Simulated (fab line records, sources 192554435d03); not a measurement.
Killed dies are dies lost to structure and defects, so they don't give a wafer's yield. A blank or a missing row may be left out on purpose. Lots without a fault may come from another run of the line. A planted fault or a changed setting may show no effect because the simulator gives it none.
Tool commonality check | flow n5_finfet | 10 lots, 30 wafers sampled

WHY IT WAS OPENED
At N5_BEOL_M4_RC_MEAS_101 the reading RS_PWELL is flagged on 3 of 10 lots. Wafers without a fault read 3011 ohm/sq, standard deviation 25.
Rule: a lot is flagged when every wafer of it that has a number lies more than 4 standard deviations from that mean, or none has a number. The other lots count as sound.

lot  | measured     | on        | RS_PWELL (ohm/sq), wafer by wafer | flag
L905 | day 8 08:55  | prober-02 | 3015 2996 3015                    |
L906 | day 8 13:37  | prober-01 | 3039 3041 3019                    |
L910 | day 9 22:27  | prober-01 | 3007 3023 3043                    |
L917 | day 11 12:10 | prober-02 | 22293 22385 22469                 | FLAGGED
L918 | day 11 16:40 | prober-01 | 22365 22307 22397                 | FLAGGED
L919 | day 11 20:44 | prober-02 | 22558 22517 22252                 | FLAGGED
L922 | day 12 14:55 | prober-02 | 3015 3025 3007                    |
L925 | day 13 05:23 | prober-02 | 3027 3017 3035                    |
L924 | day 13 14:23 | prober-01 | 3027 3034 3020                    |
L927 | day 13 21:46 | prober-01 | 2971 3029 3029                    |
The numbers of the flagged lots are 22394 ohm/sq on average: +19383 ohm/sq against the usual, or +99 or more standard deviations.

WHICH TOOL RAN EACH LOT
The record holds 3 process steps before the reading, out of a route of 1938 steps. In each cell: the tool, then ch and the chambers that the sampled wafers went through, then the start.
lot  | flag    | N5_ZERO_LAYER_STRIP_24              | N5_WELL_APT_IMPLANT_31         | N5_PMOS_HMC_CHANNEL_EPI_HM_DEP_34
L905 |         | plasma_asher-01 ch 0, day 1 19:01   | implanter-01 ch 0, day 1 21:12 | pecvd-01 ch 0,1, day 1 22:49
L906 |         | plasma_asher-01 ch 0,1, day 2 01:01 | implanter-02 ch 0, day 2 03:01 | pecvd-01 ch 1,2, day 2 05:20
L910 |         | plasma_asher-01 ch 0,1, day 3 01:01 | implanter-02 ch 0, day 3 03:05 | pecvd-01 ch 0,2, day 3 04:58
L917 | FLAGGED | plasma_asher-02 ch 0,1, day 4 19:02 | implanter-01, day 4 22:01      | pecvd-04 ch 0,2, day 4 23:34
L918 | FLAGGED | plasma_asher-01 ch 0,1, day 5 00:59 | implanter-02, day 5 03:01      | pecvd-01 ch 0,1,2, day 5 04:32
L919 | FLAGGED | plasma_asher-01 ch 0,1, day 5 07:22 | implanter-01, day 5 09:36      | pecvd-03 ch 0,1,2, day 5 11:23
L922 |         | plasma_asher-02 ch 0,1, day 6 00:59 | implanter-01 ch 0, day 6 02:57 | pecvd-04 ch 1,2, day 6 04:31
L925 |         | plasma_asher-02 ch 0,1, day 6 19:05 | implanter-02 ch 0, day 6 21:20 | pecvd-04 ch 0,1, day 6 23:05
L924 |         | plasma_asher-01 ch 0,1, day 6 13:17 | implanter-02 ch 0, day 6 15:42 | pecvd-04 ch 0,1,2, day 6 17:17
L927 |         | plasma_asher-02 ch 0,1, day 7 07:05 | implanter-02 ch 0, day 7 09:07 | pecvd-01 ch 0,2, day 7 10:39
What these steps do:
- N5_ZERO_LAYER_STRIP_24: strips in O2.
- N5_WELL_APT_IMPLANT_31
- N5_PMOS_HMC_CHANNEL_EPI_HM_DEP_34: deposits SiO2 from TEOS/O2, target thk 36 nm, time 6.9 s.
- N5_BEOL_M4_RC_MEAS_101

FLAGGED OVER TOTAL, TOOL BY TOOL (the gauges that took the reading come last)
step                              | tool            | lots run | flagged | share of the flagged lots | sound lots run after its first flagged lot
N5_ZERO_LAYER_STRIP_24            | plasma_asher-01 | 6        | 2       | some                      | 1 (L924)
N5_ZERO_LAYER_STRIP_24            | plasma_asher-02 | 4        | 1       | some                      | 3 (L922,L925,L927)
N5_WELL_APT_IMPLANT_31            | implanter-01    | 4        | 2       | some                      | 1 (L922)
N5_WELL_APT_IMPLANT_31            | implanter-02    | 6        | 1       | some                      | 3 (L924,L925,L927)
N5_PMOS_HMC_CHANNEL_EPI_HM_DEP_34 | pecvd-01        | 5        | 1       | some                      | 1 (L927)
N5_PMOS_HMC_CHANNEL_EPI_HM_DEP_34 | pecvd-03        | 1        | 1       | some                      | 0
N5_PMOS_HMC_CHANNEL_EPI_HM_DEP_34 | pecvd-04        | 4        | 1       | some                      | 3 (L922,L924,L925)
N5_BEOL_M4_RC_MEAS_101            | prober-01       | 5        | 1       | some                      | 2 (L924,L927)
N5_BEOL_M4_RC_MEAS_101            | prober-02       | 5        | 2       | some                      | 2 (L922,L925)

WHAT THE TABLE ALLOWS
No row of the table ran every flagged lot.

WHAT THE SIMULATOR HAD PUT IN
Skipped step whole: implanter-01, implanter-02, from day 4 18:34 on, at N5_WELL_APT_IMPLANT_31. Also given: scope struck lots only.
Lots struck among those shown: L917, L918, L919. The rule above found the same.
